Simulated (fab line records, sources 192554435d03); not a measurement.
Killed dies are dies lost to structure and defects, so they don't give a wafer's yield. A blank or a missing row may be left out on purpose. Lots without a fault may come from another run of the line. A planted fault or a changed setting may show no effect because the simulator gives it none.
fab line records | flow n5_finfet
record lots=24 wafers=72 last_day=18
route steps=1938 shown BEOL_M9@1464 BEOL_M10@1470
lots that met no fault: from a run of the same line without faults
start_h: hours from the record's first day to the start of the lot's first wafer shown | wait_h: hours since the lot's step before | " the same as in the row above | L1.1+2: a row that stands for several wafers | - no value, or no start given | * or withheld: withheld | < > ~ a bound
route shown NAME@n: a module of which the file shows steps, and the number in the route of the first | usual: mean/standard deviation of fault-free wafers | same: alike in all rows | chamber/n: place in a boat | sites: the reading at each site | _std_site: their standard deviation | _edge_site: outer sites' mean less inner sites' | radius_mm: how far each site lies from the wafer's centre | mask NAME#n: copy n | behind: the tool/chamber that last shaped the wafer | hold: why the lot was held/for how many hours/how that ended | device: the transistor (n, p or np) that didn't switch | end of line: the same wafers' tests at the end of the route | a step without rows: its recipe alone | killed: dies lost to structure and defects at the first sort, not the wafer's yield | map: a wafer's dies, x killed, . not, _ none there
set.NAME: the setting as run; set.NAME@STEP: as run at that earlier step | model.NAME: the simulator's own value behind a step, which no gauge read
steps of the route over a sample of lots; a table a step, a row a wafer
services: from which hour (start_h, from the record's first day; less than 0 if before it) a tool's chamber was out of use, for how many hours, and why
## steps
# step N5_BEOL_M9_CMP_52
# recipe stop_on=SiCOH_lowk t_overpolish_s=7 down_force_psi=1 platen_rpm=50 clearing_platen_down_force_psi=1.5 clearing_platen_rpm=50 post_cmp_clean=cu_alkaline target_thk_nm=140 clearing_platen_pad_velocity_m_s=0.99484 pad_velocity_m_s=0.99484
# usual barrier_field_endpoint_s=28.7/0.78 motor_current_A=6.0/0.72 overpolish_run_s=7.000/0.0089 time_to_endpoint_s=65/3.4
# columns lot.wafer tool chamber start_h wait_h barrier_field_endpoint_s motor_current_A overpolish_run_s time_to_endpoint_s
L074.2 cmp-04 0 209.04 0.2 29.5 5.4 6.990 67
L074.3 " 1 " " 28.8 7.0 7.007 63
L074.4 " 2 " " 29.9 6.9 7.001 66
L075.1 cmp-04 3 217.75 0.3 28.5 4.5 6.995 67
L075.3 " 0 " " 28.5 5.4 6.987 69
L075.5 " 3 " " 29.1 4.5 6.979 67
L076.1 cmp-04 3 222.15 0.3 28.8 4.6 7.012 70
L076.2 " 0 " " 29.4 5.5 7.007 69
L076.5 " 1 " " 29.7 6.9 6.989 68
L078.3 cmp-03 3 233.31 0.2 29.1 6.9 6.995 66
L078.5 " 1 " " 30.2 6.2 6.994 71
L078.6 " 2 " " 30.8 6.7 7.006 73
L077.2 cmp-03 3 233.85 0.2 27.8 6.5 7.005 62
L077.3 " 0 " " 27.8 6.7 6.986 61
L077.1 " 1 " " 28.8 6.0 7.005 64
L080.4 cmp-04 1 247.57 0.3 29.0 6.7 6.996 64
L080.2 " 2 " " 28.9 6.8 7.008 67
L080.5 " 1 " " 29.0 6.7 7.006 65
L079.1 cmp-02 1 253.33 0.3 28.0 6.2 6.997 63
L079.4 " 2 " " 27.9 6.3 7.004 59
L079.6 " 3 " " 28.3 5.8 7.013 65
L081.1 cmp-02 2 258.14 0.3 27.7 6.1 6.990 60
L081.3 " 3 " " 27.8 5.9 7.004 60
L081.2 " 0 " " 28.5 5.0 7.001 59
L082.3 cmp-04 0 270.48 0.2 29.4 5.3 7.005 70
L082.1 " 2 " " 28.8 7.0 7.003 67
L082.6 " 3 " " 30.0 4.6 7.002 69
L083.2 cmp-02 2 270.65 0.3 27.9 6.0 7.008 62
L083.6 " 1 " " 28.5 6.8 6.992 64
L083.5 " 2 " " 28.1 6.1 6.991 61
L086.4 cmp-04 3 286.28 0.1 29.1 4.8 7.000 65
L086.3 " 0 " " 28.1 5.7 6.994 67
L086.1 " 2 " " 29.5 6.6 6.996 71
L084.3 cmp-03 1 287.10 0.2 28.9 5.8 7.005 65
L084.5 " 3 " " 27.6 6.3 6.997 60
L084.6 " 0 " " 28.8 6.3 7.007 62
L087.4 cmp-04 1 290.85 0.1 28.8 7.1 6.993 65
L087.3 " 2 " " 29.2 6.8 6.999 67
L087.2 " 0 " " 29.2 5.3 6.996 66
L085.1 cmp-02 0 293.02 0.3 27.7 5.5 6.996 60
L085.2 " 2 " " 27.5 5.8 6.998 58
L085.5 " 0 " " 28.2 5.0 6.986 59
L088.2 cmp-02 0 295.53 0.2 27.3 5.4 6.988 63
L088.6 " 0 " " 27.6 5.1 7.006 60
L088.5 " 1 " " 28.3 6.3 6.991 65
L089.2 cmp-02 1 315.23 0.2 28.7 6.3 6.990 67
L089.3 " 2 " " 28.1 6.1 7.018 65
L089.6 " 2 " " 28.1 6.1 7.009 63
L090.2 cmp-03 3 315.49 0.2 28.0 6.6 7.000 62
L090.1 " 1 " " 29.0 6.2 7.007 65
L090.3 " 2 " " 29.7 6.6 7.014 68
L091.2 cmp-03 3 316.47 0.2 28.4 6.6 7.001 59
L091.4 " 0 " " 28.6 6.5 6.999 56
L091.5 " 0 " " 29.3 6.5 7.021 59
L092.4 cmp-04 1 330.40 0.1 29.3 6.9 7.005 66
L092.1 " 0 " " 29.0 5.5 6.994 67
L092.6 " 1 " " 28.9 6.7 6.981 67
L095.3 cmp-02 1 337.32 0.2 28.5 6.5 7.000 66
L095.2 " 3 " " 28.9 5.5 7.006 65
L095.5 " 1 " " 28.5 6.4 6.998 67
L093.1 cmp-04 1 341.69 0.3 27.1 6.8 7.002 62
L093.3 " 3 " " 27.9 4.5 6.994 64
L093.5 " 1 " " 27.3 7.2 6.980 60
L094.1 cmp-04 1 345.67 0.3 27.7 6.7 7.003 56
L094.2 " 3 " " 28.5 4.6 6.996 64
L094.5 " 1 " " 29.6 6.7 7.001 65
L097.2 cmp-02 0 348.42 0.2 28.8 5.1 6.990 65
L097.3 " 3 " " 27.6 6.0 7.003 63
L097.6 " 1 " " 29.5 6.3 6.998 68
L096.2 cmp-02 0 356.71 0.2 27.7 5.6 6.987 67
L096.4 " 3 " " 27.9 6.0 7.010 63
L096.6 " 1 " " 28.1 6.0 7.005 65
# step N5_BEOL_M10_ILD_DEP_00
# recipe material=SiCOH_lowk target_thk_a=3085.1 temp_c=300 precursor=DEMS/porogen pressure_torr=5 rf_w=500 time_s=58
# usual heater_power_w=298/54 showerhead_plenum_p_Torr=5.730/0.014 throttle_valve_pct=13.9/0.78
# columns lot.wafer tool chamber start_h wait_h heater_power_w showerhead_plenum_p_Torr throttle_valve_pct
L074.2 pecvd-01 1 209.50 0.0 236 5.737 14.0
L074.3 " 2 " " 258 5.722 13.8
L074.4 " 1 " " 237 5.736 13.9
L075.1 pecvd-04 0 218.24 0.0 252 5.720 13.9
L075.3 " 0 " " 251 5.735 14.1
L075.5 " 1 " " 307 5.746 13.8
L076.1 pecvd-01 2 222.80 0.0 239 5.723 13.7
L076.2 " 0 " " 294 5.730 15.2
L076.5 " 2 " " 252 5.732 13.9
L078.3 pecvd-04 0 233.73 0.0 301 5.733 14.0
L078.5 " 0 " " 312 5.721 13.9
L078.6 " 1 " " 267 5.740 14.1
L077.1 pecvd-02 1 234.35 0.0 394 5.709 15.2
L077.2 " 2 " " 282 5.726 13.6
L077.3 " 0 " " 315 5.746 13.1
L080.2 pecvd-01 2 248.02 0.0 250 5.732 13.9
L080.4 " 0 " " 280 5.731 15.1
L080.5 " 1 " " 208 5.731 13.8
L079.1 pecvd-02 1 253.76 0.0 384 5.709 15.1
L079.4 " 1 " " 402 5.703 15.1
L079.6 " 2 " " 249 5.710 13.7
L081.1 pecvd-04 2 258.60 0.0 387 5.740 12.3
L081.2 " 0 " " 277 5.729 14.3
L081.3 " 2 " " 387 5.735 12.4
L082.1 pecvd-01 1 270.93 0.0 201 5.729 13.6
L082.3 " 0 " " 273 5.736 15.0
L082.6 " 2 " " 283 5.732 14.0
L083.2 pecvd-04 0 271.10 0.0 293 5.723 14.1
L083.5 " 1 " " 345 5.758 13.8
L083.6 " 0 " " 290 5.726 14.1
L086.1 pecvd-01 1 286.78 0.0 211 5.738 14.1
L086.3 " 2 " " 267 5.724 14.1
L086.4 " 2 " " 284 5.728 13.9
L084.3 pecvd-04 2 287.52 0.0 341 5.754 12.5
L084.5 " 1 " " 293 5.754 13.8
L084.6 " 2 " " 357 5.736 12.3
L087.2 pecvd-02 2 291.34 0.0 282 5.715 13.6
L087.3 " 0 " " 319 5.748 13.3
L087.4 " 2 " " 296 5.706 13.8
L085.1 pecvd-02 0 293.52 0.0 317 5.746 13.6
L085.2 " 1 " " 346 5.710 15.1
L085.5 " 0 " " 324 5.729 13.5
L088.2 pecvd-04 1 296.02 0.0 301 5.740 13.9
L088.5 " 1 " " 308 5.759 13.9
L088.6 " 0 " " 302 5.721 14.0
L089.2 pecvd-04 2 315.72 0.0 405 5.717 12.4
L089.3 " 0 " " 303 5.725 13.9
L089.6 " 1 " " 322 5.745 14.0
L090.1 pecvd-01 2 315.98 0.0 255 5.718 14.1
L090.2 " 1 " " 196 5.713 13.9
L090.3 " 0 " " 289 5.737 14.9
L091.2 pecvd-01 2 316.96 0.0 245 5.727 13.9
L091.4 " 2 " " 259 5.712 14.1
L091.5 " 0 " " 296 5.722 14.6
L092.1 pecvd-04 2 330.90 0.0 356 5.743 12.5
L092.4 " 0 " " 237 5.711 14.2
L092.6 " 2 " " 365 5.735 12.5
L095.2 pecvd-04 2 337.84 0.0 391 5.733 12.7
L095.3 " 1 " " 331 5.762 13.7
L095.5 " 0 " " 278 5.708 13.8
L093.1 pecvd-01 0 342.18 0.0 273 5.729 15.2
L093.3 " 2 " " 273 5.735 13.8
L093.5 " 2 " " 277 5.721 14.0
L094.1 pecvd-02 1 346.13 0.0 365 5.708 15.2
L094.2 " 0 " " 308 5.742 13.4
L094.5 " 1 " " 379 5.701 15.2
L097.2 pecvd-04 1 348.91 0.0 344 5.745 13.8
L097.3 " 2 " " 400 5.737 12.5
L097.6 " 1 " " 271 5.750 14.0
L096.2 pecvd-02 2 357.21 0.0 222 5.716 13.4
L096.4 " 2 " " 239 5.724 13.7
L096.6 " 1 " " 386 5.721 15.3
# step N5_BEOL_M10_THK_MEAS_01
# recipe reads=SiCOH_lowk_of_BEOL_M10_ILD_DEP_00
# usual M10_ILD_THK=268/4
# columns lot.wafer tool chamber start_h wait_h M10_ILD_THK[nm]
L074.2 film_metro-02 - 210.09 0.4 270
L074.3 " - " " 264
L074.4 " - " " 272
L075.1 film_metro-02 - 219.12 0.7 266
L075.3 " - " " 272
L075.5 " - " " 276
L076.1 film_metro-02 - 223.39 0.4 268
L076.2 " - " " 274
L076.5 " - " " 268
L078.3 film_metro-02 - 234.32 0.3 267
L078.5 " - " " 268
L078.6 " - " " 274
L077.1 film_metro-01 - 234.95 0.4 268
L077.2 " - " " 270
L077.3 " - " " 265
L080.2 film_metro-01 - 248.62 0.4 263
L080.4 " - " " 272
L080.5 " - " " 274
L079.1 film_metro-02 - 254.35 0.4 270
L079.4 " - " " 271
L079.6 " - " " 273
L081.1 film_metro-02 - 259.22 0.4 264
L081.2 " - " " 264
L081.3 " - " " 267
L082.1 film_metro-01 - 271.52 0.4 269
L082.3 " - " " 266
L082.6 " - " " 269
L083.2 film_metro-01 - 271.69 0.4 265
L083.5 " - " " 269
L083.6 " - " " 273
L086.1 film_metro-01 - 287.37 0.4 268
L086.3 " - " " 266
L086.4 " - " " 275
L084.3 film_metro-02 - 288.11 0.3 265
L084.5 " - " " 267
L084.6 " - " " 271
L087.2 film_metro-02 - 291.93 0.4 261
L087.3 " - " " 260
L087.4 " - " " 267
L085.1 film_metro-02 - 294.59 0.8 263
L085.2 " - " " 265
L085.5 " - " " 267
L088.2 film_metro-02 - 296.62 0.4 266
L088.5 " - " " 275
L088.6 " - " " 270
L089.2 film_metro-02 - 316.31 0.4 271
L089.3 " - " " 269
L089.6 " - " " 276
L090.1 film_metro-02 - 316.64 0.4 267
L090.2 " - " " 267
L090.3 " - " " 266
L091.2 film_metro-02 - 317.55 0.4 264
L091.4 " - " " 270
L091.5 " - " " 270
L092.1 film_metro-02 - 331.49 0.4 271
L092.4 " - " " 270
L092.6 " - " " 273
L095.2 film_metro-02 - 338.43 0.4 266
L095.3 " - " " 266
L095.5 " - " " 269
L093.1 film_metro-01 - 342.77 0.4 271
L093.3 " - " " 266
L093.5 " - " " 271
L094.1 film_metro-02 - 346.72 0.4 264
L094.2 " - " " 261
L094.5 " - " " 268
L097.2 film_metro-01 - 349.50 0.4 264
L097.3 " - " " 264
L097.6 " - " " 265
L096.2 film_metro-01 - 357.80 0.4 264
L096.4 " - " " 270
L096.6 " - " " 268
# step N5_BEOL_M10_DESCUM_16
# recipe chemistry=O2 time_s=7.9 source_power_w=50 bias_power_w=20 pressure_mtorr=20 rf_frequency_hz=2.712e+07 temp_c=40 resist=CAR-ArF o2_flow_sccm=225
# usual drypump_motor_current_A=5.7/0.64 oes_product_au=0.82/0.069 rf_vpp_V=242.9/1.3 showerhead_plenum_p_Torr=2.06/0.074 throttle_valve_pct=20.44/0.19
# columns lot.wafer tool chamber start_h wait_h drypump_motor_current_A oes_product_au rf_hours_counter_h rf_vpp_V showerhead_plenum_p_Torr throttle_valve_pct
L074.2 rie_diel-04 3 211.10 0.2 5.7 0.84 76 244.5 2.06 20.74
L074.3 " 2 " " 5.8 0.67 239 241.4 2.04 20.55
L074.4 " 1 " " 6.2 0.84 - 241.7 2.05 20.36
L075.1 rie_diel-04 3 220.05 0.3 5.6 0.84 80 242.9 2.06 20.75
L075.3 " 2 " " 5.9 0.67 243 241.9 2.04 20.57
L075.5 " 2 " " 5.8 0.67 - 243.5 2.04 20.57
L076.1 rie_diel-04 1 225.10 0.0 6.1 0.84 67 241.3 2.05 20.38
L076.2 " 0 " " 5.5 0.74 151 241.7 2.00 20.40
L076.5 " 1 " " 6.1 0.84 - 241.5 2.05 20.38
L078.3 rie_diel-03 3 236.71 0.0 6.5 0.88 42 246.2 2.21 20.11
L078.5 " 2 " " 4.8 0.86 - 241.9 2.06 20.14
L078.6 " 1 " " 6.6 0.67 - 241.4 1.96 20.67
L077.1 rie_diel-04 3 236.93 0.1 5.6 0.83 86 241.3 2.05 20.75
L077.2 " 0 " " 5.5 0.74 155 241.7 1.99 20.40
L077.3 " 2 " " 5.9 0.67 249 242.5 2.04 20.56
L080.2 rie_diel-03 2 252.46 0.2 4.8 0.87 58 244.2 2.05 20.16
L080.4 " 0 " " 5.0 0.85 - 243.0 2.14 20.70
L080.5 " 3 " " 6.5 0.88 - 246.0 2.21 20.12
L079.1 rie_diel-06 3 256.95 1.0 6.7 0.90 36 243.9 2.06 20.56
L079.4 " 2 " " 5.4 0.70 246 240.7 1.96 20.61
L079.6 " 2 " " 5.4 0.69 - 242.2 1.96 20.61
L081.1 rie_diel-04 3 260.96 0.0 5.6 0.82 97 242.1 2.05 20.78
L081.2 " 1 " " 6.1 0.81 81 240.8 2.05 20.41
L081.3 " 0 " " 5.5 0.73 165 241.9 1.99 20.44
L082.1 rie_diel-06 0 273.03 0.1 5.2 0.80 93 241.9 2.02 20.40
L082.3 " 1 " " 4.8 0.79 125 242.8 2.00 20.40
L082.6 " 0 " " 5.1 0.81 - 242.0 2.02 20.42
L083.2 rie_diel-03 0 273.56 0.5 5.0 0.84 75 243.4 2.14 20.72
L083.5 " 0 " " 5.0 0.84 - 243.1 2.14 20.71
L083.6 " 1 " " 6.5 0.99 - 245.6 2.22 20.29
L086.1 rie_diel-06 1 288.35 0.0 4.9 0.78 131 242.7 1.99 20.39
L086.3 " 0 " " 5.1 0.81 100 242.5 2.01 20.43
L086.4 " 3 " " 6.7 0.88 - 242.1 2.06 20.59
L084.3 rie_diel-03 1 288.67 0.0 6.6 0.96 6 244.4 2.22 20.30
L084.5 " 3 " " 6.5 0.85 - 244.5 2.21 20.14
L084.6 " 2 " " 4.8 0.84 - 241.7 2.05 20.17
L087.2 rie_diel-03 0 293.90 0.0 5.0 0.82 82 244.3 2.13 20.73
L087.3 " 3 " " 6.5 0.85 65 244.1 2.20 20.16
L087.4 " 1 " " 6.6 0.95 8 244.8 2.22 20.28
L085.1 rie_diel-06 0 297.18 0.0 5.2 0.81 104 242.7 2.01 20.43
L085.2 " 2 " " 5.4 0.97 0 244.4 2.22 20.25
L085.5 " 0 " " 5.2 0.80 - 243.0 2.01 20.43
L088.2 rie_diel-04 3 297.97 0.1 5.7 0.81 110 242.7 2.04 20.79
L088.5 " 1 " " 6.2 0.81 - 243.6 2.04 20.41
L088.6 " 0 " " 5.5 0.72 - 241.3 1.98 20.46
L089.2 rie_diel-04 1 317.43 0.0 6.1 0.81 97 242.2 2.04 20.40
L089.3 " 0 " " 5.5 0.71 187 242.6 1.98 20.47
L089.6 " 2 " " 5.8 0.90 - 243.1 2.03 20.17
L090.1 rie_diel-06 3 317.77 0.0 6.7 0.87 60 243.3 2.05 20.58
L090.2 " 2 " " 5.3 0.91 8 244.0 2.22 20.26
L090.3 " 0 " " 5.2 0.79 111 241.4 2.01 20.44
L091.2 rie_diel-06 2 322.38 0.3 5.4 0.91 9 247.1 2.22 20.25
L091.4 " 3 " " 6.6 0.86 62 241.9 2.05 20.60
L091.5 " 3 " " 6.7 0.87 - 242.8 2.05 20.60
L092.1 rie_diel-03 3 333.04 0.0 6.5 0.84 78 245.4 2.20 20.16
L092.4 " 1 " " 6.5 0.91 20 244.2 2.22 20.30
L092.6 " 2 " " 4.8 0.83 - 241.5 2.04 20.20
L095.2 rie_diel-06 1 340.50 0.0 4.8 0.77 149 241.3 1.99 20.44
L095.3 " 0 " " 5.2 0.79 118 241.6 2.01 20.45
L095.5 " 1 " " 4.8 0.77 - 241.9 1.99 20.42
L093.1 rie_diel-06 3 344.66 0.0 6.7 0.86 69 243.0 2.05 20.61
L093.3 " 0 " " 5.2 0.78 119 240.8 2.01 20.45
L093.5 " 1 " " 4.8 0.77 - 242.2 1.99 20.43
L094.1 rie_diel-04 0 349.22 0.9 5.5 0.70 199 242.1 1.98 20.47
L094.2 " 2 " " 5.9 0.89 30 243.6 2.03 20.19
L094.5 " 1 " " 6.1 0.80 - 241.6 2.04 20.43
L097.2 rie_diel-04 3 351.35 0.2 5.7 0.79 129 241.9 2.04 20.82
L097.3 " 2 " " 5.9 0.88 31 242.1 2.03 20.21
L097.6 " 2 " " 5.9 0.87 - 242.6 2.03 20.19
L096.2 rie_diel-03 1 359.36 0.0 6.6 0.90 30 245.6 2.21 20.33
L096.4 " 2 " " 4.8 0.82 97 243.1 2.04 20.21
L096.6 " 0 " " 5.0 0.80 - 242.9 2.13 20.76
# step N5_BEOL_M10_CD_MEAS_18
# recipe pitch_nm=140 target_cd_nm=70
# usual cd_nm=69.9/0.74
# columns lot.wafer tool chamber start_h wait_h cd_nm
L074.2 cd_sem-02 - 211.56 0.1 69.3
L074.3 " - " " 69.4
L074.4 " - " " 69.0
L075.1 cd_sem-01 - 220.50 0.0 70.6
L075.3 " - " " 70.6
L075.5 " - " " 70.7
L076.1 cd_sem-03 - 225.56 0.0 71.2
L076.2 " - " " 71.5
L076.5 " - " " 72.0
L078.3 cd_sem-01 - 237.17 0.1 69.9
L078.5 " - " " 69.5
L078.6 " - " " 69.8
L077.1 cd_sem-02 - 237.39 0.0 70.0
L077.2 " - " " 70.1
L077.3 " - " " 70.4
L080.2 cd_sem-03 - 252.92 0.1 71.1
L080.4 " - " " 69.5
L080.5 " - " " 70.7
L079.1 cd_sem-03 - 257.41 0.0 69.2
L079.4 " - " " 69.2
L079.6 " - " " 69.9
L081.1 cd_sem-01 - 261.46 0.0 70.1
L081.2 " - " " 69.5
L081.3 " - " " 69.6
L082.1 cd_sem-01 - 273.59 0.0 70.1
L082.3 " - " " 69.1
L082.6 " - " " 69.6
L083.2 cd_sem-01 - 274.02 0.1 71.4
L083.5 " - " " 71.0
L083.6 " - " " 71.1
L086.1 cd_sem-01 - 288.91 0.0 69.0
L086.3 " - " " 69.0
L086.4 " - " " 70.1
L084.3 cd_sem-02 - 289.12 0.1 71.5
L084.5 " - " " 70.3
L084.6 " - " " 70.4
L087.2 cd_sem-02 - 294.46 0.1 69.5
L087.3 " - " " 69.5
L087.4 " - " " 70.3
L085.1 cd_sem-02 - 297.66 0.0 68.5
L085.2 " - " " 69.0
L085.5 " - " " 69.9
L088.2 cd_sem-03 - 298.47 0.1 70.2
L088.5 " - " " 69.1
L088.6 " - " " 69.6
L089.2 cd_sem-01 - 317.99 0.1 69.8
L089.3 " - " " 68.8
L089.6 " - " " 70.0
L090.1 cd_sem-01 - 318.22 0.0 69.4
L090.2 " - " " 69.5
L090.3 " - " " 69.6
L091.2 cd_sem-01 - 322.92 0.1 69.9
L091.4 " - " " 69.4
L091.5 " - " " 68.9
L092.1 cd_sem-02 - 333.70 0.0 70.7
L092.4 " - " " 70.6
L092.6 " - " " 70.4
L095.2 cd_sem-01 - 340.95 0.1 69.4
L095.3 " - " " 68.8
L095.5 " - " " 68.6
L093.1 cd_sem-03 - 345.12 0.0 70.3
L093.3 " - " " 69.5
L093.5 " - " " 69.8
L094.1 cd_sem-01 - 349.70 0.0 69.3
L094.2 " - " " 70.6
L094.5 " - " " 69.0
L097.2 cd_sem-01 - 352.03 0.1 69.1
L097.3 " - " " 69.7
L097.6 " - " " 70.8
L096.2 cd_sem-03 - 360.17 0.1 69.2
L096.4 " - " " 70.0
L096.6 " - " " 69.6
# step N5_BEOL_M10_ETCH_66
# recipe chemistry=N2/H2 target=SOC target_depth_a=1200 overetch_a=240 mask_material=SiARC temp_c=40 time_s=180 ion_energy_ev=200 pressure_mtorr=30 source_w=840 bias_w=150 n2_flow_sccm=200 h2_flow_sccm=200
# usual drypump_motor_current_A=5.7/0.64 h2_flow_sccm=200.0/0.61 oes_product_au=0.66/0.054 rf_vpp_V=523.0/2.7 showerhead_plenum_p_Torr=2.51/0.098 throttle_valve_pct=17.84/0.18
# columns lot.wafer tool chamber start_h wait_h drypump_motor_current_A h2_flow_sccm oes_product_au rf_hours_counter_h rf_vpp_V showerhead_plenum_p_Torr throttle_valve_pct
L074.2 rie_diel-04 3 214.93 0.0 5.6 200.3 0.68 77 522.1 2.45 17.92
L074.3 " 1 " " 6.1 200.8 0.67 63 521.4 2.48 17.59
L074.4 " 3 " " 5.6 200.6 0.67 - 521.9 2.45 17.92
L075.1 rie_diel-03 2 221.48 0.0 4.8 199.2 0.70 47 522.5 2.50 17.58
L075.3 " 1 " " 6.6 199.8 0.54 243 519.9 2.42 18.28
L075.5 " 1 " " 6.6 199.0 0.54 - 519.9 2.41 18.30
L076.1 rie_diel-04 3 227.36 0.0 5.7 199.7 0.67 82 521.4 2.45 17.91
L076.2 " 2 " " 5.9 199.1 0.55 246 524.3 2.50 18.13
L076.5 " 1 " " 6.2 200.4 0.67 - 522.7 2.48 17.58
L078.3 rie_diel-03 1 237.69 0.0 6.6 200.8 0.55 248 519.2 2.41 18.30
L078.5 " 0 " " 5.0 200.3 0.69 - 524.8 2.58 17.92
L078.6 " 1 " " 6.6 199.3 0.54 - 519.3 2.41 18.31
L077.1 rie_diel-06 0 237.98 0.0 5.2 199.1 0.67 82 521.9 2.47 17.91
L077.2 " 2 " " 5.4 200.3 0.57 243 521.0 2.41 18.21
L077.3 " 3 " " 6.7 200.3 0.74 31 522.8 2.48 17.76
L080.2 rie_diel-04 1 256.37 0.0 6.1 200.8 0.66 79 521.6 2.47 17.62
L080.4 " 3 " " 5.6 199.6 0.66 - 522.7 2.45 17.96
L080.5 " 1 " " 6.2 199.7 0.66 - 521.5 2.47 17.62
L079.1 rie_diel-04 0 258.00 0.0 5.5 199.9 0.60 164 520.9 2.43 17.90
L079.4 " 1 " " 6.1 200.6 0.66 - 522.5 2.47 17.60
L079.6 " 0 " " 5.5 199.3 0.60 - 520.8 2.43 17.89
L081.1 rie_diel-06 3 263.25 0.0 6.7 199.8 0.72 38 523.9 2.48 17.77
L081.2 " 1 " " 4.9 199.9 0.64 121 521.2 2.46 17.89
L081.3 " 2 " " 5.4 200.5 0.57 248 521.6 2.41 18.23
L082.1 rie_diel-04 1 275.27 0.0 6.1 200.1 0.65 87 521.8 2.47 17.62
L082.3 " 3 " " 5.6 200.1 0.65 102 522.1 2.44 17.98
L082.6 " 3 " " 5.7 200.8 0.65 - 522.1 2.44 17.98
L083.2 rie_diel-06 3 275.51 0.0 6.7 199.5 0.72 43 522.6 2.48 17.77
L083.5 " 3 " " 6.7 200.9 0.73 - 521.2 2.48 17.77
L083.6 " 1 " " 4.9 199.8 0.64 - 520.8 2.46 17.91
L084.3 rie_diel-04 3 290.68 0.0 5.7 198.7 0.64 107 521.4 2.44 17.97
L084.5 " 0 " " 5.5 200.3 0.59 - 520.7 2.43 17.91
L084.6 " 2 " " 5.9 200.0 0.75 - 522.6 2.50 17.68
L086.1 rie_diel-03 3 291.12 0.0 6.5 199.8 0.67 64 526.5 2.67 17.49
L086.3 " 1 " " 6.6 200.2 0.77 7 528.9 2.73 17.91
L086.4 " 0 " " 5.0 201.0 0.67 81 525.2 2.57 17.94
L087.2 rie_diel-04 0 295.07 0.0 5.5 200.1 0.58 179 520.1 2.43 17.92
L087.3 " 2 " " 5.9 200.6 0.74 10 522.5 2.50 17.69
L087.4 " 3 " " 5.7 200.9 0.64 - 521.6 2.44 17.96
L085.1 rie_diel-03 0 299.61 0.0 5.0 199.8 0.67 83 523.6 2.57 17.96
L085.2 " 2 " " 4.8 199.5 0.67 76 521.9 2.49 17.61
L085.5 " 1 " " 6.6 199.7 0.77 - 527.9 2.73 17.90
L088.2 rie_diel-06 2 299.65 0.0 5.4 199.1 0.77 1 528.8 2.73 17.80
L088.5 " 2 " " 5.4 199.8 0.76 - 528.6 2.73 17.81
L088.6 " 3 " " 6.7 199.8 0.71 - 521.9 2.47 17.80
L089.2 rie_diel-03 1 321.35 0.0 6.6 199.6 0.75 16 527.6 2.73 17.90
L089.3 " 3 " " 6.5 200.0 0.66 74 527.3 2.67 17.51
L089.6 " 1 " " 6.6 199.5 0.75 - 528.5 2.73 17.91
L090.1 rie_diel-04 2 321.88 0.0 5.9 199.6 0.73 19 522.3 2.50 17.69
L090.2 " 3 " " 5.7 198.8 0.64 118 522.6 2.44 17.99
L090.3 " 1 " " 6.1 200.0 0.65 99 523.0 2.46 17.64
L091.2 rie_diel-04 1 323.37 0.0 6.1 198.8 0.65 100 522.3 2.46 17.66
L091.4 " 3 " " 5.7 200.4 0.64 119 521.5 2.44 18.01
L091.5 " 3 " " 5.7 200.8 0.64 - 521.1 2.44 17.99
L092.1 rie_diel-06 0 335.00 0.0 5.2 200.2 0.64 117 521.8 2.46 17.98
L092.4 " 1 " " 4.9 200.8 0.62 147 520.8 2.45 17.95
L092.6 " 0 " " 5.2 200.5 0.64 - 522.3 2.46 17.98
L095.2 rie_diel-03 3 343.93 0.0 6.5 200.7 0.66 81 529.6 2.66 17.52
L095.3 " 0 " " 5.0 199.7 0.65 98 524.7 2.56 17.99
L095.5 " 2 " " 4.8 199.8 0.65 - 521.0 2.48 17.65
L093.1 rie_diel-03 1 347.17 0.0 6.6 200.4 0.74 26 527.9 2.72 17.92
L093.3 " 3 " " 6.5 199.5 0.65 83 528.6 2.66 17.53
L093.5 " 2 " " 4.8 199.9 0.66 - 522.9 2.48 17.63
L094.1 rie_diel-03 2 350.47 0.0 4.8 199.8 0.66 94 521.2 2.48 17.65
L094.2 " 0 " " 5.0 200.7 0.64 101 525.7 2.56 17.98
L094.5 " 0 " " 5.0 200.3 0.65 - 525.6 2.56 17.96
L097.2 rie_diel-06 1 354.25 0.0 4.9 199.8 0.61 154 522.5 2.45 17.98
L097.3 " 3 " " 6.7 200.4 0.69 72 522.6 2.46 17.82
L097.6 " 0 " " 5.2 200.6 0.62 - 521.8 2.45 17.98
L096.2 rie_diel-06 1 363.82 0.0 4.9 199.5 0.62 157 521.0 2.44 17.97
L096.4 " 3 " " 6.7 200.5 0.69 - 523.1 2.46 17.83
L096.6 " 1 " " 4.9 199.4 0.62 - 520.8 2.44 17.96
## services
# columns tool chamber start_h hours kind
cmp-02 - 199.17 2.7 repair
cmp-03 - 222.36 9.7 pm
pecvd-02 - 226.68 1.2 repair
pecvd-04 - 229.27 2.6 repair
cmp-04 - 233.51 0.4 repair
cmp-03 - 234.65 6.3 repair
cmp-04 - 239.57 4.0 pm
cmp-03 - 242.27 2.7 repair
rie_diel-06 2 243.08 8.3 repair
cmp-02 - 243.57 6.4 pm
pecvd-04 1 255.80 14.1 repair
cmp-04 - 265.77 0.9 repair
cmp-02 - 280.02 0.6 repair
rie_diel-04 3 281.53 2.6 repair
cmp-03 - 294.90 1.3 repair
pecvd-02 - 307.51 5.5 pm
rie_diel-04 - 311.41 0.7 repair
cmp-03 - 320.45 4.0 pm
cmp-02 - 320.82 2.2 repair
cmp-02 - 330.30 0.2 repair
pecvd-02 - 337.70 3.3 repair
rie_diel-06 0 356.03 43.4 repair
cmp-02 - 358.86 1.4 repair
cmp-02 - 363.82 4.3 repair
## key
fault none
